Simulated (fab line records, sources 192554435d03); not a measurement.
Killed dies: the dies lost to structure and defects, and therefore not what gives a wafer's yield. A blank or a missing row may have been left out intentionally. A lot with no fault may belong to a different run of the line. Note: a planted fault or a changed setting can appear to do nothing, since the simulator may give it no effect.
Chamber matching    flow n5-finfet    N5_SDB_HM_DEP_00 on pecvd-01: 3 sister chambers
The step deposits SiNx from SiH4/NH3/N2, target thk 40 nm, time 35.3 s. 3 wafers are shown with their chamber, then 8 later ones without.

== WAFERS PAIRED WITH THEIR CHAMBERS ==
wafer   chamber  throttle-valve-pct (%)
L088.6  2        38.1
L092.4  1        38.3
L094.1  0        43.5

== WAFERS WITHOUT THEIR CHAMBER ==
wafer   throttle-valve-pct (%)
L094.5  38.3
L094.6  38.7
L095.3  43.5
L095.4  44.0
L095.6  38.1
L096.1  38.4
L096.4  38.4
L096.5  38.5

== WHICH CHAMBER EACH ONE RAN IN ==
wafer   from the rows above      in truth
L094.5  can't be placed: 1 or 2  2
L094.6  can't be placed: 1 or 2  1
L095.3  0                        0
L095.4  0                        0
L095.6  can't be placed: 2 or 1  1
L096.1  can't be placed: 1 or 2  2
L096.4  can't be placed: 1 or 2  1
L096.5  can't be placed: 1 or 2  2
Correct placement for 2 of the 8. From these rows, 6 cannot be placed; in 6 the true chamber is one of the candidates. Placed wrongly: 0.
How it was worked out, from the rows above alone: a wafer's distance from a chamber is the root of the sum, over the readings, of the square of ((its reading less the chamber's mean) divided by the reading's scatter). If the next closest chamber is less than 2 further off than the closest, the wafer can't be placed; otherwise it belongs to the closest. Each chamber's mean is taken over the wafers shown for it. The scatter: root of mean squared gap, hidden wafer to nearest shown wafer, with one shown wafer a chamber.
